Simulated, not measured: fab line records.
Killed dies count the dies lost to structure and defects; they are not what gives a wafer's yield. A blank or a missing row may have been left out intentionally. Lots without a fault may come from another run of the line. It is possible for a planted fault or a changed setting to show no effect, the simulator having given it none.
Struck lot and sound lot, side by side -- flow nand-harc -- 20 steps out of a route of 1302
Sound: the wafers L419.2, L419.4, L419.6. Struck: wafers L411.2, L411.4. The cause comes at the end.
For every step that has rows: the tool of each side, followed by ch and its chambers, followed by its first start. Under that, the readings that differ: sound wafers -- struck wafers -- difference of the means -- sigmas: that difference in standard deviations of wafers without a fault.
alike: readings with means less than 2 such deviations apart, plus words and numbers identical on both sides. not compared: withheld readings, readings lacking a value on some wafer, bounds such as >300 that could conceal the same value, and numbers that have no deviation in the record and whose values overlap.
The two part at a step that has a row with sigmas, a row that says differs or no value, or rows on one side only. Numbers that don't overlap but have no deviation are shown without sigmas and don't part them. A reading missing from all wafers of one side parts the sides only when that side holds two or more wafers.

first, 2 steps without rows for these wafers: NHARC_A_SLIT_PRECLEAN_19 (cleans in SC1); NHARC_A_SLIT_SRD_20.
NHARC_A_SLIT_CD_MEAS_21:
  sound: cd-sem-02 at day 27 04:37; struck: cd-sem-02 at day 24 12:17
reading,sound,struck,difference,sigmas
cd-nm (nm),289.1 288.5 288.5,290.8 290.6,+2.0,+2
then, 3 steps without rows for these wafers: NHARC_A_SIN_REMOVE_WET_00 (chemistry H3PO4, time 15300 s); NHARC_A_SIN_REMOVE_PRECLEAN_01 (cleans in SC1); NHARC_A_SIN_REMOVE_SRD_02.
NHARC_A_SIN_REMOVE_INSPECT_04:
  sound: defect-inspect-01 at day 27 11:08; struck: defect-inspect-01 at day 24 18:54
  alike: raw-defect-count
NHARC_A_WL_FILL_ALD_00: deposits Al2O3, target thk 3 nm, pulse time 3 s, ald cycles 30.
  sound on ald-hk-01 ch 0,2,3, day 27 11:16; struck on ald-hk-03 ch 1,3, day 24 18:59
  alike: heater-power-w, precursor-pulse-height-rel
NHARC_A_WL_FILL_RTA_01: time 5 s.
  sound on rtp-anneal-01 ch 0, day 27 11:30; struck on rtp-anneal-02 ch 0, day 24 19:15
reading,sound,struck,difference,sigmas
lamp-power-pct (%),31.9 31.9 31.9,29.0 29.1,-2.8,-2
lamp_zone_3_pct (%),31.9 32.0 32.0,29.0 29.1,-2.9,-2
  alike: wafer_temp_C_max
then, 1 step without rows for these wafers: NHARC_A_WL_FILL_ALD_02 (deposits TiN, target thk 2 nm, pulse time 3 s, ald cycles 100).
NHARC_A_WL_FILL_CVD_03: deposits W, target thk 40 nm, time 279 s.
  sound on cvd-w-01 ch 1, day 27 12:11; struck on cvd-w-02 ch 0, day 24 19:55
  alike: heater-power-w, throttle-valve-pct
NHARC_A_WL_FILL_ETCHBACK_04: etches the open film in NF3, target depth 60 nm, time 120 s.
  sound on rie-metal-01 ch 1, day 27 12:31; struck on rie-metal-01 ch 0,1, day 24 20:15
  alike: drypump-motor-current-A, oes-product-au
  not compared: rf-hours-counter-h
NHARC_A_WL_FILL_ETCHBACK_05: etches the open film in Cl2/BCl3, target depth 22 nm, time 60 s.
  sound on rie-metal-01 ch 0, day 27 12:45; struck on rie-metal-01 ch 0,1, day 24 20:30
  alike: drypump-motor-current-A, oes-product-au
  not compared: rf-hours-counter-h
then, 5 steps without rows for these wafers: NHARC_A_WL_FILL_STRIP_27 (strips in N2/H2, time 20 s); NHARC_A_WL_FILL_STRIP_28 (strips in post etch residue remover, time 1200 s); NHARC_A_WL_FILL_PRECLEAN_06 (cleans in DIW, time 300 s); NHARC_A_WL_FILL_SRD_07; NHARC_A_WL_FILL_ANNEAL_08 (time 1800 s).
NHARC_A_WL_FILL_ALD_10: deposits SiO2, target thk 50 nm, pulse time 10 s, ald cycles 500.
  sound on ald-hk-02 ch 1,2, day 27 15:31; struck on ald-hk-01 ch 0,3, day 25 07:32
reading,sound,struck,difference,sigmas
hold,- - -,await-dispo/2.8h/release await-dispo/2.8h/release,no value on the sound wafers,
  alike: heater-power-w, precursor-pulse-height-rel
-- break in the record here, with 4 days between the starts of the struck wafers on either side (left off in module A_WL_FILL, picked up again in module END, where the first step shown is number 1302 on the route) --
NHARC_END_SORT_01:
  sound on prober-02 ch 0, day 31 10:01; struck on prober-02 ch 0, day 29 14:24
reading,sound,struck,difference,sigmas
hold,- - -,await-dispo/4.8h/release await-dispo/4.8h/release,no value on the sound wafers,
killed-at-array,49 61 47,290 232,+209,+17
killed-dies,57 64 52,297 235,+208,+17
  alike: killed-at-other, killed-at-periphery, killed-open, killed-short

## WHERE THEY PART
First at NHARC_A_SLIT_CD_MEAS_21; last, within this record, at NHARC_END_SORT_01.

WHY: the cause the simulator had injected
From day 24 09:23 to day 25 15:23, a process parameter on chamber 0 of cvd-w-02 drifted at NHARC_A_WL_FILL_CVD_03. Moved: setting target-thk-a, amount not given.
